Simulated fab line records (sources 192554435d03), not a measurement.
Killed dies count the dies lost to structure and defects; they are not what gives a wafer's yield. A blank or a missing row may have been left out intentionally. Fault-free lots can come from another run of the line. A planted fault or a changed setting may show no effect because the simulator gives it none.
Split-lot trial    flow n5_finfet    7 lots, 21 wafers read, on a route of 1938 steps

== ABOUT THE SPLIT ==
At N5_BEOL_M4_DESCUM_16 (chemistry O2, time 7 s), the setting time_s was moved away from the recipe's 7 s on 4 of the 21 wafers read, by -10.2% to +18.3%. All remaining wafers had this setting at the recipe value.

The file shows no step between the split and the reading.

== THE READING ==
CAR-EUV_of_BEOL_M4_COAT_05.thk_nm (the simulator's own value, which no gauge read), in nm, at N5_BEOL_M4_ETCH_74 (etches underlayer in N2/H2, target depth 6.5 nm, time 5.2 s). The file does not state a usual value for it. Average 20.3 nm, standard deviation 0.17 nm, over the 17 wafers here run with the recipe.

wafer   tool, chamber at the split  time_s as run, s  against the recipe  CAR-EUV_of_BEOL_M4_COAT_05.thk_nm, nm  against lot-mates on the recipe
L079.4  rie_diel-06, 2,1,2          7                 recipe              20.4                                   -
L079.5  rie_diel-06, 2,1,2          7                 recipe              20.4                                   -
L079.6  rie_diel-06, 2,1,2          7                 recipe              20.6                                   -
L077.3  rie_diel-02, 2,0            8.282             +18.3%              19.6                                   -0.8
L077.5  rie_diel-02, 1              7                 recipe              20.4                                   -
L077.6  rie_diel-02, 2,0            8.282             +18.3%              19.8                                   -0.6
L080.4  rie_diel-06, 1              7                 recipe              20.2                                   -
L080.5  rie_diel-06, 0,3            6.286             -10.2%              20.6                                   +0.4
L080.6  rie_diel-06, 0,3            6.286             -10.2%              20.6                                   +0.4
L084.2  rie_diel-02, 2,1,2          7                 recipe              20.4                                   -
L084.3  rie_diel-02, 2,1,2          7                 recipe              20.4                                   -
L084.6  rie_diel-02, 2,1,2          7                 recipe              20.2                                   -
L085.2  rie_diel-05, 0,1,1          7                 recipe              20.2                                   -
L085.3  rie_diel-05, 0,1,1          7                 recipe              20.4                                   -
L085.5  rie_diel-05, 0,1,1          7                 recipe              20.4                                   -
L087.1  rie_diel-05, 2,0,2          7                 recipe              20                                     -
L087.3  rie_diel-05, 2,0,2          7                 recipe              20                                     -
L087.6  rie_diel-05, 2,0,2          7                 recipe              20.2                                   -
L097.1  rie_diel-06, 2,3,1          7                 recipe              20.4                                   -
L097.5  rie_diel-06, 2,3,1          7                 recipe              20.4                                   -
L097.3  rie_diel-06, 2,3,1          7                 recipe              20.6                                   -
The file does not say which wafer passed through which chamber wherever a row lists several chambers: such a row stands for several wafers.

THE FIT
A straight line over all 21 wafers: CAR-EUV_of_BEOL_M4_COAT_05.thk_nm changes by -0.0323 nm for each +1% of time_s; r = -0.80; the points scatter about the line by 0.16 nm.
The same after taking each lot's own level away (the mean of its wafers on the recipe; 21 wafers): -0.0385 nm for each +1%; r = -0.95; scatter 0.09 nm.
On that fit, the largest move of time_s shifts the reading by 0.7 nm.
Across the lots, their own levels run from 20.07 to 20.47 nm, a range of 2.4 times the standard deviation given above.
Hence the slope depends on the lot-to-lot level, as the two fits are not the same.
Check: with one of the wafers moved furthest among these (+18.3%) left out of the fit, the line predicts -0.638 nm for it against its lot-mates. It came out at -0.8 nm against them.

== THESE WAFERS: OTHER SPLITS ==
Before the reading, these wafers also passed through other splits. Each is held against what the fit with the lots' levels taken away leaves over:
other split on the same wafers     wafers away from the commonest value  r with CAR-EUV_of_BEOL_M4_COAT_05.thk_nm (lot level and that fit taken away)
N5_SDB_STRIP_22 power_w            4                                     -0.09
N5_HKMG_FIN_PEB_10 peb_time_s      8                                     +0.05
N5_BEOL_M0_SAQP_ILD_DEP_01 time_s  6                                     +0.32
N5_BEOL_M0_SAQP_PECVD_03 time_s    5                                     -0.19
N5_BEOL_M1_PECVD_72 time_s         7                                     +0.20
N5_BEOL_M1_COAT_61 spin_rpm        7                                     -0.24
N5_BEOL_M3_ILD_DEP_00 time_s       4                                     -0.09
N5_BEOL_M3_EXPOSE_08 dose_mj       7                                     -0.12

== THE FILE'S OWN FIT ==
CAR-EUV_of_BEOL_M4_COAT_05.thk_nm changes by -0.0385 nm for each +1% of time_s, r = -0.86.
